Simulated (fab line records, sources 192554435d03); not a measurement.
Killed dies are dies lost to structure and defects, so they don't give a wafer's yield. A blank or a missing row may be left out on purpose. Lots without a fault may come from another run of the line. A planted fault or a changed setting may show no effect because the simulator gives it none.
A struck lot beside a sound one | flow n5_finfet | 15 steps out of a route of 1938
Sound: wafers L516.1, L516.2, L516.3. Struck: wafer L529.4. (L529.1, L529.2 of the same lot were not struck and are left out.) The cause comes at the end.
At each step with rows: each side's tool, then ch and its chambers, then its first start. Under that, the readings that differ: sound wafers | struck wafers | difference of the means | sigmas: that difference in standard deviations of wafers without a fault.
alike: readings whose means differ by less than 2 such deviations, and words and numbers that are the same on both sides. not compared: withheld readings, readings that some wafer has no value for, bounds like >300 that may hide the same value, and numbers for which the record gives no deviation and whose values overlap.
The two part at a step that has a row with sigmas, a row that says differs or no value, or rows on one side only. Numbers that don't overlap but have no deviation are shown without sigmas and don't part them. A reading that every wafer of one side lacks parts them only if that side has two wafers or more.

N5_START_INSPECT_01: inspects for defects (unpatterned scan).
  sound on defect_inspect-02, day 1 12:02; struck on defect_inspect-02, day 4 18:02
  alike: raw_defect_count
then, 2 steps without rows for these wafers: N5_ZERO_LAYER_PRECLEAN_00 (cleans in SPM, time 600 s); N5_ZERO_LAYER_SRD_01 (time 30 s, dry time 30 s).
N5_ZERO_LAYER_PECVD_02: deposits SiO2 from SiH4/N2O, target thk 10 nm, time 6 s.
  sound on pecvd-03 ch 0,1,2, day 1 12:17; struck on pecvd-02 ch 2, day 4 18:17
  reading              | sound                | struck | difference | sigmas
  susceptor_temp_C (C) | 400.28 400.10 400.08 | 399.72 | -0.43      | -2
  alike: heater_power_w, showerhead_plenum_p_Torr
then, 6 steps without rows for these wafers: N5_ZERO_LAYER_HMDS_04 (time 60 s); N5_ZERO_LAYER_COAT_05 (resist thk 1000 nm); N5_ZERO_LAYER_EBR_07; N5_ZERO_LAYER_SOFTBAKE_06 (time 90 s); N5_ZERO_LAYER_EXPOSE_08 (exposes mask ZERO, defocus 0 nm, target cd 2000 nm); N5_ZERO_LAYER_PEB_09.
N5_ZERO_LAYER_DEVELOP_10: develop time 60 s.
  sound on litho_track-03 ch 0, day 1 12:32; struck on litho_track-04 ch 0, day 4 18:32
  alike: developer_temp_C
then, 1 step without rows for these wafers: N5_ZERO_LAYER_HARDBAKE_23 (time 120 s).
N5_ZERO_LAYER_CD_MEAS_11: target cd 2000 nm.
  sound on cd_sem-01 ch 0, day 1 12:38; struck on cd_sem-03 ch 0, day 4 18:39
  reading    | sound                | struck | difference | sigmas
  cd_nm (nm) | 2002.0 2000.3 2002.4 | 1991.6 | -10.0      | -4
N5_ZERO_LAYER_DESCUM_16: chemistry O2, time 7.9 s.
  sound on rie_diel-05 ch 0,1,3, day 1 12:41; struck on rie_diel-03 ch 1, day 4 18:41
  reading                | sound             | struck | difference | sigmas
  oes_product_au (a.u.)  | 0.70 0.74 0.83    | 0.96   | +0.20      | +3
  rf_hours_counter_h (h) | 211 156 94        | 9      | -145       |
  throttle_valve_pct (%) | 20.50 20.55 20.35 | 20.08  | -0.39      | -2
  alike: chamber_pressure_mTorr, drypump_motor_current_A, rf_vpp_V, showerhead_plenum_p_Torr
-- the record jumps here: 8 days lie between the struck wafers' starts before and after (it left off in module ZERO_LAYER and takes up again in module BEOL_M4, whose first step shown is number 1111 of the route) --
N5_BEOL_M4_RC_MEAS_101:
  sound on prober-01 ch 0, day 8 22:22; struck on prober-01 ch 0, day 12 06:58
  alike: DIBL_N, DIBL_P, IOFF_N, IOFF_P, ION_N, ION_P, SS_N, SS_P, VT_N, VT_P

WHERE THEY PART
First at N5_ZERO_LAYER_PECVD_02; last, within this record, at N5_ZERO_LAYER_DESCUM_16. Later steps at which nothing parts them and some readings are alike: N5_BEOL_M4_RC_MEAS_101.

WHY: what the simulator had put in
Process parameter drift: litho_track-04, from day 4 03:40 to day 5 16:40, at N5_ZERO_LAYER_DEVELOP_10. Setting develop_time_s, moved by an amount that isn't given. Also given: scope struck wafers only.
